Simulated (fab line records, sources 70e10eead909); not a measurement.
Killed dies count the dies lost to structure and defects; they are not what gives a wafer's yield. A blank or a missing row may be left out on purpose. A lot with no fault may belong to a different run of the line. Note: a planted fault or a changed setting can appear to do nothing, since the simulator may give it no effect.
Struck lot and sound lot, side by side | flow nand harc | 18 steps out of a route of 1159
Sound: these wafers, L885.1, L885.5, L885.6. Wafers L890.2, L890.3, L890.6 were the ones struck. The cause comes at the end.
Order at every step that has rows: each side's tool, ch and its chambers, its first start. Under that, the readings that differ: sound wafers | struck wafers | difference of the means | sigmas: that difference in standard deviations of wafers without a fault.
alike: readings whose means differ by less than 2 such deviations, and words and numbers that are the same on both sides. not compared: withheld readings, readings that some wafer has no value for, bounds like >300 that may hide the same value, and numbers for which the record gives no deviation and whose values overlap.
Wherever a step has rows on one side only, a row that says differs or no value, or a row with sigmas, the two part there. Numbers that don't overlap but have no deviation are shown without sigmas and don't part them. A reading missing from all wafers of one side parts the sides only when that side holds two or more wafers.

NHARC_P_M1_INSPECT_11:
  sound on defect inspect-01 at day 6 00:16; struck on defect inspect-02 at day 7 02:19
  alike: raw defect count
NHARC_P_M1_DESCUM_14: chemistry O2, time 3 s.
  sound on rie diel-13 ch 0,1, day 6 00:20; struck on rie diel-08 ch 0,1, day 7 02:23
  alike: chamber pressure mTorr, drypump motor current A, oes product au, rf vpp V, showerhead plenum p Torr, throttle valve pct
  not compared: rf hours counter h
NHARC_P_M1_ETCH_35: etches the open film in N2/H2, target depth 40 nm, overetch 12 nm, time 43.94 s.
  sound on rie diel-13 ch 2,3, day 6 00:25; struck on rie diel-08 ch 2,3, day 7 02:28
  alike: chamber pressure mTorr, drypump motor current A, oes product au, rf vpp V, showerhead plenum p Torr, throttle valve pct
  not compared: rf hours counter h
then, 1 step without rows for these wafers: NHARC_P_M1_ETCH_15 (etches the open film in C4F8/Ar, target depth 182.5 nm, time 91.2 s).
NHARC_P_M1_CD_MEAS_16:
  sound on cd sem-02 at day 6 00:38; struck on cd sem-03 at day 7 02:42
  alike: cd nm
then, 4 steps without rows for these wafers: NHARC_P_M1_STRIP_18 (strips in N2/H2); NHARC_P_M1_ETCH_28 (etches the open film in CF4/N2, target depth 30 nm, time 72.99 s); NHARC_P_M1_STRIP_19 (strips in post etch residue remover, time 600 s); NHARC_P_M1_DEGAS_29 (time 60 s).
NHARC_P_M1_PRE_CLEAN_30: time 30 s.
  sound on pvd sputter-01; struck on pvd sputter-02
  alike: heater power w
NHARC_P_M1_PVD_20: deposits TaN, target thk 5 nm, time 8.06 s.
  sound on pvd sputter-01; struck on pvd sputter-02
  alike: substrate temp c, throttle valve pct
then, 1 step without rows for these wafers: NHARC_P_M1_PVD_21 (deposits Cu, target thk 30 nm, time 20.49 s).
NHARC_P_M1_ECD_22: material Cu, target thk 400 nm.
  sound on ecd cu-01 ch 0,1, day 6 01:43; struck on ecd cu-02 ch 0,1, day 7 03:48
  no value came back on the struck wafers for bath heat duty pct (%), bath temp c (C); on the sound wafers bath heat duty pct (%) reads 6.6 5.4 5.6
NHARC_P_M1_ANNEAL_31: time 90 s.
  sound on rtp anneal-01 ch 0, day 6 02:05; struck on rtp anneal-01 ch 0, day 7 04:14
  alike: wafer_temp_C_max
NHARC_P_M1_CMP_23: polishes, t overpolish 20 s, target thk 157.82 nm.
  sound on cmp-02 ch 0,1, day 6 02:28; struck on cmp-01 ch 0,2,3, day 7 04:31
  reading                | sound          | struck      | difference | sigmas
  time to endpoint s (s) | 23.5 24.6 30.9 | 0.0 1.1 3.7 | -24.7      | -9
  alike: motor current A
NHARC_P_M1_THK_MEAS_24: measures by xrf.
  sound on film metro-02 at day 6 02:45; struck on film metro-02 at day 7 04:50
  reading     | sound             | struck         | difference | sigmas
  thk nm (nm) | 157.7 156.2 160.3 | 28.8 29.9 29.0 | -128.8     | -92
after that, 1 step had no rows for these wafers: NHARC_P_M1_SRD_25.
-- break in the record here, with 13 days between the starts of the struck wafers on either side (left off in module P_M1, picked up again in module END, where the first step shown is number 1159 on the route) --
NHARC_END_SORT_01:
  the record has rows for the struck wafers here (prober-01 ch 0, day 20 11:42) and none for the sound ones

## WHERE THEY PART
At NHARC_P_M1_ECD_22 first; at NHARC_END_SORT_01 last (within this record only).

WHY: the cause the simulator had injected
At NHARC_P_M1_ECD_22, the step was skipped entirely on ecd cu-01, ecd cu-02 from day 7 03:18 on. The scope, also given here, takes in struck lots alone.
